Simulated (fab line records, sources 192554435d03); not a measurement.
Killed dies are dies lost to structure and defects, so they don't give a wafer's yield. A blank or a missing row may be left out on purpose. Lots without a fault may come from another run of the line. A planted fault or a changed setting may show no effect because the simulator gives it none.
A struck lot beside a sound one | flow n5_finfet | 15 steps out of a route of 1938
Sound: wafers L444.2, L444.3, L444.6. Struck: wafers L450.1, L450.3, L450.5. The cause comes at the end.
At each step with rows: each side's tool, then ch and its chambers, then its first start. Under that, the readings that differ: sound wafers | struck wafers | difference of the means | sigmas: that difference in standard deviations of wafers without a fault.
alike: readings whose means differ by less than 2 such deviations, and words and numbers that are the same on both sides. not compared: withheld readings, readings that some wafer has no value for, bounds like >300 that may hide the same value, and numbers for which the record gives no deviation and whose values overlap.
The two part at a step that has a row with sigmas, a row that says differs or no value, or rows on one side only. Numbers that don't overlap but have no deviation are shown without sigmas and don't part them. A reading that every wafer of one side lacks parts them only if that side has two wafers or more.

first, 8 steps without rows for these wafers: N5_PASSIVATION_HMDS_37 (time 60 s); N5_PASSIVATION_COAT_38; N5_PASSIVATION_EBR_40; N5_PASSIVATION_SOFTBAKE_39 (time 120 s); N5_PASSIVATION_EXPOSE_41 (exposes mask PASS OPEN, defocus 0 nm, target cd 40000 nm); N5_PASSIVATION_PEB_42; N5_PASSIVATION_DEVELOP_43 (develop time 60 s); N5_PASSIVATION_HARDBAKE_45 (time 120 s).
N5_PASSIVATION_CD_MEAS_44: target cd 40000 nm.
  sound on cd_sem-02 ch 0, day 15 09:41; struck on cd_sem-02 ch 0, day 16 17:58
  alike: cd_nm
N5_PASSIVATION_OVL_MEAS_66:
  sound on overlay-02 ch 0, day 15 09:43; struck on overlay-02 ch 0, day 16 17:59
  alike: PASS_OPEN_OVL
N5_PASSIVATION_INSPECT_67: inspects for defects (macro).
  sound on defect_inspect-01, day 15 09:44; struck on defect_inspect-02, day 16 18:01
  alike: raw_defect_count
N5_PASSIVATION_DESCUM_46: chemistry O2, time 7.9 s.
  sound on rie_diel-04 ch 0,2, day 15 10:04; struck on rie_diel-04 ch 0,1, day 16 18:03
  alike: drypump_motor_current_A, oes_product_au, rf_vpp_V, showerhead_plenum_p_Torr, throttle_valve_pct
  not compared: rf_hours_counter_h
N5_PASSIVATION_PASS_ETCH_47: etches SiNx in CF4/O2, target depth 770 nm, time 385 s.
  sound on rie_diel-04 ch 0,2, day 15 10:07; struck on rie_diel-04 ch 0,1, day 16 18:05
  reading                  | sound             | struck            | difference | sigmas
  run_length_s (s)         | 408.8 408.5 409.0 | 437.4 436.4 437.0 | +28.2      | +53
  model.etch.depth_nm (nm) | 745.8 754.1 752.5 | 809.3 801 803.3   | +53.7      |
  alike: drypump_motor_current_A, oes_product_au, rf_vpp_V, showerhead_plenum_p_Torr, throttle_valve_pct
  not compared: rf_hours_counter_h
N5_PASSIVATION_ETCH_54: etches SiO2 in CHF3/O2, target depth 880 nm, time 440 s.
  sound on rie_diel-04 ch 0,2, day 15 10:20; struck on rie_diel-04 ch 0,1, day 16 18:19
  alike: drypump_motor_current_A, oes_product_au, rf_vpp_V, showerhead_plenum_p_Torr, throttle_valve_pct
  not compared: rf_hours_counter_h
N5_PASSIVATION_PROBE_49:
  sound on prober-01, day 15 13:11; struck on prober-02, day 16 21:08
  alike: defect_limited_yield, killed_at_M0_to_M3, killed_at_M4_up, killed_at_contacts, killed_at_front_end, killed_at_other, killed_dies, killed_open, killed_short, sort_bin_5_function, sort_bin_6_memory, sort_bin_8_speed, sort_n_pass, sort_yield_pct

WHERE THEY PART
Only at N5_PASSIVATION_PASS_ETCH_47, within this record. Later steps at which nothing parts them and some readings are alike: N5_PASSIVATION_ETCH_54, N5_PASSIVATION_PROBE_49.

WHY: what the simulator had put in
Process parameter drift: rie_diel-04, from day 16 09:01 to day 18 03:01, at N5_PASSIVATION_PASS_ETCH_47. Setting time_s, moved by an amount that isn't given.
